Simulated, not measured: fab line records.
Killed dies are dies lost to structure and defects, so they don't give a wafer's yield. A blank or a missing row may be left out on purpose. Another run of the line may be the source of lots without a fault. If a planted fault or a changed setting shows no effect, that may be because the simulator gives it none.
Matching of chambers + flow nand-harc + NHARC_A_STAIRCASE_CMP_152 on cmp-02 has 4 sister chambers
The step polishes. 8 wafers are shown with their chamber, then 9 later ones without.

WAFERS WITH THEIR CHAMBER
| wafer  | chamber | motor-current-A (A) | edge-zone-pressure-frac |
|--------|---------|---------------------|-------------------------|
| L076.3 | 0       | 12.7                | 0.999                   |
| L083.6 | 0       | 13.3                | 1.003                   |
| L082.4 | 2       | 10.8                | 0.997                   |
| L081.3 | 1       | 13.5                | 1.008                   |
| L081.6 | 2       | 10.6                | 1.011                   |
| L086.2 | 1       | 13.5                | 1.000                   |
| L086.3 | 3       | 12.0                | 1.000                   |
| L086.5 | 3       | 12.8                | 1.004                   |

WAFERS WITHOUT THEIR CHAMBER
| wafer  | motor-current-A (A) | edge-zone-pressure-frac |
|--------|---------------------|-------------------------|
| L085.2 | 10.8                | 0.989                   |
| L085.3 | 13.1                | 0.995                   |
| L085.6 | 10.6                | 0.993                   |
| L093.1 | 13.2                | 1.000                   |
| L093.3 | 12.3                | 0.994                   |
| L093.4 | 13.0                | 0.997                   |
| L096.1 | 12.6                | 0.989                   |
| L096.2 | 10.9                | 0.995                   |
| L096.4 | 12.3                | 1.009                   |

EACH ONE'S CHAMBER
| wafer  | from the rows above          | in truth |
|--------|------------------------------|----------|
| L085.2 | 2                            | 2        |
| L085.3 | can't be placed: 0 or 1 or 3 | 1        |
| L085.6 | 2                            | 2        |
| L093.1 | can't be placed: 0 or 1 or 3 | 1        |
| L093.3 | can't be placed: 3 or 0      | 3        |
| L093.4 | can't be placed: 0 or 1 or 3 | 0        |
| L096.1 | can't be placed: 3 or 0 or 1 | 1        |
| L096.2 | 2                            | 2        |
| L096.4 | can't be placed: 3 or 0      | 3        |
3 of 9 placed correctly. Unplaceable from these rows: 6, with the true chamber sitting among the candidates in 6. Placed wrongly: 0.
How it was worked out, from the rows above alone: a wafer's distance from a chamber is the root of the sum, over the readings, of the square of ((its reading less the chamber's mean) divided by the reading's scatter). The wafer belongs to the nearest chamber; if the next one is less than 2 further off, it can't be placed. A chamber's mean is the mean of its shown wafers. The scatter is the square root of a quotient: the sum, over the shown wafers, of each reading's squared deviation from its chamber's mean, divided by wafers minus chambers.
